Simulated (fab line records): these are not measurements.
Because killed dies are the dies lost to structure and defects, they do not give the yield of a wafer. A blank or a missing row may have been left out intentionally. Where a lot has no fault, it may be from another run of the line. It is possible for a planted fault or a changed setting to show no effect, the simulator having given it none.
Chamber matching ; flow nand harc ; 3 sister chambers for NHARC_P_M1_STRIP_18 on rie diel-10
The step strips in N2/H2. 14 wafers are shown with their chamber, then 5 later ones without.

== WAFERS WITH THEIR CHAMBER ==
wafer;chamber;drypump motor current A (A);oes product au (a.u.);rf vpp V (V)
L074.1;1;5.4;0.999;91.1
L074.4;2;5.9;0.998;91.2
L074.6;0;6.2;0.983;90.4
L077.1;2;5.9;1.005;90.8
L077.2;1;5.4;1.008;91.4
L077.5;0;6.2;0.996;89.1
L079.1;0;6.2;0.981;89.9
L079.5;2;5.9;0.996;89.7
L079.6;1;5.4;1.008;90.8
L081.2;0;6.2;0.985;90.2
L081.3;1;5.5;1.015;91.1
L081.6;0;6.2;0.988;90.8
L082.1;0;6.2;0.994;88.5
L082.2;2;5.9;0.985;89.2

SIGNATURES, as means of the wafers listed above
reading;chamber 0;chamber 1;chamber 2;scatter within a chamber
drypump motor current A;6.200;5.425;5.900;0.0261
oes product au;0.98783;1.00750;0.99600;0.00686
rf vpp V;89.817;91.100;90.225;0.768
Rule: for each reading, subtract the chamber's mean from the wafer's reading, divide by that reading's scatter and square the result; add these up over the readings and take the root, which gives the wafer's distance from the chamber. If the next closest chamber is less than 2 further off than the closest, the wafer can't be placed; otherwise it belongs to the closest. How the scatter is found: for the shown wafers, subtract from each reading the mean of its chamber, square and add these, divide the total by (wafers less chambers), then take the root.

== WAFERS WITH NO CHAMBER GIVEN ==
wafer;drypump motor current A (A);oes product au (a.u.);rf vpp V (V)
L082.6;6.2;0.985;90.7
L090.1;5.9;1.016;90.9
L090.3;5.5;1.011;90.9
L094.1;5.4;1.012;92.4
L094.5;5.4;1.023;90.9

== THE CHAMBER EACH PASSED THROUGH ==
wafer;from the rows above;in truth
L082.6;0;0
L090.1;2;2
L090.3;1;1
L094.1;1;1
L094.5;1;1
5 of 5 placed correctly. Not placeable from these rows: 0. Wrongly placed: 0.
